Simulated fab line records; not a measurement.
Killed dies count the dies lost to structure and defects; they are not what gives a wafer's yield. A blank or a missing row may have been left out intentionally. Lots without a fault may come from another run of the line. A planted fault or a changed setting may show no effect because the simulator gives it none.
Struck lot and sound lot, side by side + flow n5-finfet + 38 steps out of a route of 1938
Sound: wafers L642.2, L642.3, L642.4. Struck: wafers L650.2, L650.4 (left out: L650.5, a lot-mate that was not struck); the cause follows at the end.
Per side, at each step with rows, come the tool, then ch with its chambers, and then its first start. Under that, the readings that differ: sound wafers + struck wafers + difference of the means + sigmas: that difference in standard deviations of wafers without a fault.
alike: words and numbers the same on both sides, and readings whose means are apart by under 2 such deviations; not compared: readings that were withheld, readings missing a value for some wafer, numbers with overlapping values and no deviation given by the record, and bounds like >300 which may hide the same value.
Wherever a step has rows on one side only, a row that says differs or no value, or a row with sigmas, the two part there. When numbers do not overlap yet have no deviation, they are printed without sigmas and do not part them. A reading that every wafer of one side lacks parts them only if that side has two wafers or more.

first, 8 steps without rows for these wafers: N5_BEOL_M3_ECD_50 (material Cu, target thk 300 nm); N5_BEOL_M3_ANNEAL_51 (time 90 s); N5_BEOL_M3_CMP_52 (polishes, stops on SiOC, t overpolish 6.8 s, target thk 40 nm); N5_BEOL_M3_PRE_CLEAN_60 (time 15 s); N5_BEOL_M3_CO_CAP_55 (material Co, precursor CCTBA/H2, target thk 2 nm, time 102.1 s); N5_BEOL_M3_PRE_CLEAN_56 (time 15 s); N5_BEOL_M3_DEP_57 (deposits SiCN from 3MS/NH3, target thk 8 nm, time 14 s); N5_BEOL_M4_ILD_DEP_00 (deposits SiOC from DEMS/O2, target thk 79 nm, time 15.3 s).
N5_BEOL_M4_PECVD_72: deposits SiO2 from TEOS/O2, target thk 16 nm, time 18 s.
  sound on pecvd-04 ch 1,2, day 10 16:29; struck on pecvd-04 ch 2, day 12 07:31
  alike: heater-power-w, showerhead-plenum-p-Torr, throttle-valve-pct
then, 10 steps without rows for these wafers: N5_BEOL_M4_HM_DEP_02 (deposits TiN, target thk 20 nm); N5_BEOL_M4_COAT_61 (time 60 s, resist thk 60 nm); N5_BEOL_M4_COAT_62 (time 60 s, resist thk 12 nm); N5_BEOL_M4_COAT_73 (time 60 s, resist thk 5 nm); N5_BEOL_M4_COAT_05 (resist thk 30 nm); N5_BEOL_M4_EBR_07; N5_BEOL_M4_SOFTBAKE_06 (time 60 s); N5_BEOL_M4_EXPOSE_08 (exposes mask M4); N5_BEOL_M4_PEB_09 (peb time 60 s); N5_BEOL_M4_DEVELOP_10 (develop time 30 s).
N5_BEOL_M4_INSPECT_13: inspects for defects (brightfield).
  sound: defect-inspect-02 at day 10 17:18; struck: defect-inspect-01 at day 12 08:05
| reading          | sound       | struck  | difference | sigmas |
|------------------|-------------|---------|------------|--------|
| raw-defect-count | 304 320 449 | 919 827 | +515       | +7     |
then, 15 steps without rows for these wafers: N5_BEOL_M4_DESCUM_16 (chemistry O2, time 7 s); N5_BEOL_M4_ETCH_74 (etches underlayer in N2/H2, target depth 6.5 nm, time 5.2 s); N5_BEOL_M4_ETCH_63 (etches SiARC in CF4, target depth 15.6 nm, time 26 s); N5_BEOL_M4_ETCH_64 (etches SOC in N2/H2, target depth 75 nm, overetch 22.5 nm, time 121.9 s); N5_BEOL_M4_STRIP_65 (strips in N2/H2); N5_BEOL_M4_STRIP_75 (strips in N2/H2); N5_BEOL_M4_STRIP_66 (strips in CF4); N5_BEOL_M4_HM_OPEN_17 (chemistry Cl2/BCl3, target TiN, target depth 20 nm, overetch 6 nm); N5_BEOL_M4_STRIP_19 (strips in O2); N5_BEOL_M4_COAT_67 (time 60 s, resist thk 60 nm); N5_BEOL_M4_COAT_68 (time 60 s, resist thk 12 nm); N5_BEOL_M4_COAT_76 (time 60 s, resist thk 5 nm); N5_BEOL_M4_COAT_22 (resist thk 30 nm); N5_BEOL_M4_EBR_24; N5_BEOL_M4_SOFTBAKE_23 (time 60 s).
N5_BEOL_M4_INSPECT_30: inspects for defects (brightfield).
  sound: defect-inspect-02 at day 10 18:18; struck: defect-inspect-02 at day 12 09:21
| reading          | sound       | struck  | difference | sigmas |
|------------------|-------------|---------|------------|--------|
| raw-defect-count | 306 358 469 | 900 867 | +506       | +7     |
N5_BEOL_M4_RC_MEAS_101:
  sound on prober-02 ch 0, day 11 00:22; struck on prober-02 ch 0, day 12 15:46
| reading       | sound          | struck    | difference | sigmas |
|---------------|----------------|-----------|------------|--------|
| DIBL_P (mV/V) | 35.9 36.5 38.1 | 32.9 27.9 | -6.4       | -3     |
  alike: DIBL_N, IOFF_N, IOFF_P, ION_N, ION_P, SS_N, SS_P, VT_N, VT_P
-- a jump in the record: the struck wafers' starts before and after are 4 days apart (it breaks off in module BEOL_M4 and resumes in module PASSIVATION, where the first step shown is number 1936 of the route) --
N5_PASSIVATION_PROBE_49:
  sound: prober-02 at day 15 00:17; struck: prober-02 at day 16 21:27
| reading                  | sound          | struck    | difference | sigmas |
|--------------------------|----------------|-----------|------------|--------|
| defect-limited-yield (%) | 91.9 92.6 93.5 | 80.9 81.9 | -11.3      | -8     |
| killed_at_M4_up          | 12 3 11        | 136 115   | +117       | +20    |
| killed-dies              | 96 87 77       | 225 214   | +133       | +7     |
| sort_bin_5_function (%)  | 4.7 4.7 3.7    | 10.8 11.8 | +6.9       | +7     |
| sort_bin_6_memory (%)    | 2.7 2.4 2.4    | 5.8 5.0   | +2.9       | +4     |
| sort-n-pass              | 1084 1093 1103 | 955 966   | -133       | -7     |
| sort-yield-pct (%)       | 91.9 92.6 93.5 | 80.9 81.9 | -11.3      | -8     |
  alike: killed_at_M0_to_M3, killed-at-contacts, killed-at-front-end, killed-at-other, killed-open, killed-short

== WHERE THEY PART ==
First at N5_BEOL_M4_INSPECT_13; last, within this record, at N5_PASSIVATION_PROBE_49.

WHY: the cause the simulator had injected
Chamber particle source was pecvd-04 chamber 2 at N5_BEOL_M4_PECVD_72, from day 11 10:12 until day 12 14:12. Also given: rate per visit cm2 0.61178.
